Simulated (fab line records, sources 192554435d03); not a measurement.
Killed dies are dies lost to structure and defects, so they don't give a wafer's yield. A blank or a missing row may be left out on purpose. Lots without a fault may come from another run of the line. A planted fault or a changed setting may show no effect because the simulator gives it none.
Which tool did it? | flow n5_finfet | 11 lots, 33 wafers sampled, at 2 steps of a route of 1938

WHAT THE GAUGES READ, wafer by wafer
N5_BEOL_M2_OVL_MEAS_12.
lot  | measured     | on         | M2_OVL (nm)
L076 | day 6 17:19  | overlay-01 | 1.3 0.6 1.8
L077 | day 7 08:10  | overlay-01 | 0.9 0.6 0.1
L080 | day 8 08:42  | overlay-01 | -0.4 -0.3 -0.2
L082 | day 8 12:10  | overlay-02 | -1.8 0.6 -0.4
L085 | day 9 06:05  | overlay-02 | 0.2 -0.1 -0.6
L087 | day 10 13:52 | overlay-02 | 0.8 0.0 -0.2
L089 | day 10 21:19 | overlay-02 | 0.0 -0.2 -1.2
L090 | day 11 00:28 | overlay-01 | -0.6 -0.5 0.2
L091 | day 12 01:32 | overlay-02 | 0.0 -0.8 0.1
L095 | day 12 04:37 | overlay-01 | -0.1 -0.2 0.2
L097 | day 13 02:19 | overlay-01 | -0.1 0.2 0.3

WHICH TOOL RAN EACH LOT (tool, then ch and the chambers of the sampled wafers, then the start)
lot  | N5_BEOL_M1_ANNEAL_95
L076 | pvd_sputter-01, day 6 14:47
L077 | pvd_sputter-03, day 7 03:02
L080 | pvd_sputter-02, day 8 06:17
L082 | pvd_sputter-02, day 8 09:44
L085 | pvd_sputter-03, day 9 03:39
L087 | pvd_sputter-01, day 10 11:24
L089 | pvd_sputter-01, day 10 19:08
L090 | pvd_sputter-01, day 10 22:29
L091 | pvd_sputter-01, day 11 23:14
L095 | pvd_sputter-01, day 12 01:27
L097 | pvd_sputter-03, day 13 00:09
- N5_BEOL_M1_ANNEAL_95: time 240 s.

THE ANSWER, worked out from the rows above alone
Rule: what is usual is taken from the lots themselves. Put in order of their means at a reading, lots are off if they are a third of the lots or fewer, leave a main group of 4 or more, and stand apart from it by a gap of 3 or more times the standard deviation of the main group's means; of several such gaps the widest counts. A main group whose means are all the same, to the digits that the tables above print for the reading, isn't used. A lot without any number at a reading at which 4 lots or more have one is off too. The other lots that the step has rows for count as sound.
No lot is off at any reading shown: from this, nothing can be told.

WHAT THE SIMULATOR HAD PUT IN
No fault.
